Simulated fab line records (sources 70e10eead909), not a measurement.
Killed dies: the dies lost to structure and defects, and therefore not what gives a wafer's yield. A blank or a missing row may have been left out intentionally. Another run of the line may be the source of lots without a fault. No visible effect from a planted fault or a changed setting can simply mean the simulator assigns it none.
Matching of chambers ; flow nand_harc ; pecvd-03 running NHARC_P_M0_PRE_CLEAN_31: 3 sister chambers
The step time 12 s. 16 wafers are shown with their chamber, then 8 later ones without.

EACH WAFER AND ITS CHAMBER
wafer;chamber;heater_power_w (W)
L877.2;1;524
L877.4;0;682
L877.5;2;617
L879.1;1;529
L879.2;0;700
L879.3;2;709
L880.1;1;565
L880.4;0;692
L880.5;1;559
L881.2;0;618
L881.4;0;636
L881.6;1;485
L888.3;1;493
L888.4;0;750
L888.5;2;703
L889.1;0;765

SIGNATURES (averages over the wafers above)
reading;chamber 0;chamber 1;chamber 2;scatter within a chamber
heater_power_w;691.86;525.83;676.33;46.5
Rule: distance of a wafer from a chamber = root of the sum over the readings of ((wafer's reading minus chamber's mean) / reading's scatter) squared. If the next closest chamber is less than 2 further off than the closest, the wafer can't be placed; otherwise it belongs to the closest. The scatter: take each reading less its chamber's mean, square it, sum over the shown wafers, divide by the number of wafers less the number of chambers, and take the root.

WAFERS MISSING THEIR CHAMBER
wafer;heater_power_w (W)
L889.3;653
L889.6;660
L896.3;664
L896.4;646
L896.5;516
L897.1;751
L897.3;547
L897.4;606

CHAMBER TAKEN BY EACH
wafer;from the rows above;in truth
L889.3;can't be placed: 2 or 0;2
L889.6;can't be placed: 2 or 0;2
L896.3;can't be placed: 2 or 0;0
L896.4;can't be placed: 2 or 0 or 1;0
L896.5;1;1
L897.1;can't be placed: 0 or 2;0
L897.3;1;1
L897.4;can't be placed: 2 or 1 or 0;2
Correct placement for 2 of the 8. These rows do not allow placing 6 (true chamber among the candidates in 6). Number placed wrongly: 0.
